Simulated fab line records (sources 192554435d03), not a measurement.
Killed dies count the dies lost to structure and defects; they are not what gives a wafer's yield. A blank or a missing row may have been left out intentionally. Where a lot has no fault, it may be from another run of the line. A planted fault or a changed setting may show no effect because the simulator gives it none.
Which tool did it? | flow n5_finfet | 10 lots with 30 wafers sampled at 2 steps, on a route of 1938 steps

== WHAT THE GAUGES SHOWED, per wafer ==
N5_BEOL_M1_INSPECT_13: inspects for defects (brightfield).
lot  | measured     | on                | raw_defect_count
L942 | day 6 10:34  | defect_inspect-02 | 285 214 270
L943 | day 6 17:35  | defect_inspect-01 | 296 483 281
L945 | day 7 04:55  | defect_inspect-01 | 521 384 354
L948 | day 7 21:43  | defect_inspect-02 | 520 448 351
L952 | day 9 11:16  | defect_inspect-02 | 334 435 376
L953 | day 9 14:17  | defect_inspect-02 | 284 333 322
L958 | day 10 11:00 | defect_inspect-01 | 334 271 330
L960 | day 11 20:08 | defect_inspect-02 | 513 562 635
L959 | day 11 21:29 | defect_inspect-02 | 540 391 468
L961 | day 12 01:52 | defect_inspect-01 | 397 284 273

== EACH LOT AND THE TOOL THAT RAN IT (in order: tool; ch and the chambers of the sampled wafers; start) ==
lot  | N5_BEOL_M0_DEP_125
L942 | pecvd-04 ch 0,1,2, day 6 09:04
L943 | pecvd-01 ch 1,2, day 6 15:29
L945 | pecvd-01 ch 0,1, day 7 04:05
L948 | pecvd-01 ch 0,2, day 7 19:51
L952 | pecvd-02 ch 0, day 9 08:21
L953 | pecvd-02 ch 1,2, day 9 13:12
L958 | pecvd-02 ch 0,1,2, day 10 09:17
L960 | pecvd-01 ch 0,1, day 11 18:26
L959 | pecvd-04 ch 0,1,2, day 11 19:01
L961 | pecvd-01 ch 0,1,2, day 12 00:38
- N5_BEOL_M0_DEP_125: deposits SiCN from 3MS/NH3, target thk 8 nm, time 14 s.

== THE ANSWER, worked out from the rows above alone ==
Rule: usual is defined by the lots themselves. The widest of any qualifying gaps counts: lots, ordered by their means at a reading, are off when they make up no more than a third of the lots, leave a main group of 4 or more, and stand apart from it by 3 or more times the standard deviation of that group's means. The tables above print the reading to a certain number of digits; a main group whose means all agree to those digits is not used. Also off: a lot with no number at a reading for which 4 or more lots have one. Any other lot the step has rows for is counted as sound.
None of the lots is off at any reading shown; this tells nothing.

== WHAT THE SIMULATOR PUT IN ==
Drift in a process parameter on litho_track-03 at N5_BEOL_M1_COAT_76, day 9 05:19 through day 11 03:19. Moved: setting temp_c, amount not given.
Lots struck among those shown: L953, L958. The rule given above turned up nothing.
